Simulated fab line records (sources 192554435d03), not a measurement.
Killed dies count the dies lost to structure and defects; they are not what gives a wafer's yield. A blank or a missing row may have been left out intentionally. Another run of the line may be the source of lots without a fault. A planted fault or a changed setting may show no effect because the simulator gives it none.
Matching of chambers | flow n5Finfet | N5_BEOL_M3_PECVD_72 on pecvd-03 has 3 sister chambers
The step deposits SiO2 from TEOS/O2, target thk 16 nm, time 18 s. 3 wafers are shown with their chamber, then 8 later ones without.

== EACH WAFER AND ITS CHAMBER ==
wafer  | chamber | showerheadPlenumPTorr (Torr)
L082.4 | 1       | 8.73
L090.4 | 0       | 8.83
L091.1 | 2       | 8.69

== WAFERS MISSING THEIR CHAMBER ==
wafer  | showerheadPlenumPTorr (Torr)
L091.2 | 8.73
L091.4 | 8.83
L095.1 | 8.72
L095.3 | 8.84
L095.6 | 8.72
L097.1 | 8.73
L097.4 | 8.71
L097.6 | 8.75

== THE CHAMBER EACH PASSED THROUGH ==
wafer  | from the rows above     | in truth
L091.2 | 1                       | 1
L091.4 | 0                       | 0
L095.1 | can't be placed: 1 or 2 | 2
L095.3 | 0                       | 0
L095.6 | can't be placed: 1 or 2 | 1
L097.1 | 1                       | 1
L097.4 | can't be placed: 1 or 2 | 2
L097.6 | 1                       | 1
Correctly placed: 5 of 8. Cannot be placed on the basis of these rows: 3; the candidates contain the true chamber in 3. Placed wrongly: 0.
How it was worked out, from the rows above alone: a wafer's distance from a chamber is the root of the sum, over the readings, of the square of ((its reading less the chamber's mean) divided by the reading's scatter). The wafer belongs to the nearest chamber; if the next one is less than 2 further off, it can't be placed. A chamber's mean is the mean of its shown wafers. The scatter: root of mean squared gap, hidden wafer to nearest shown wafer, with one shown wafer a chamber.
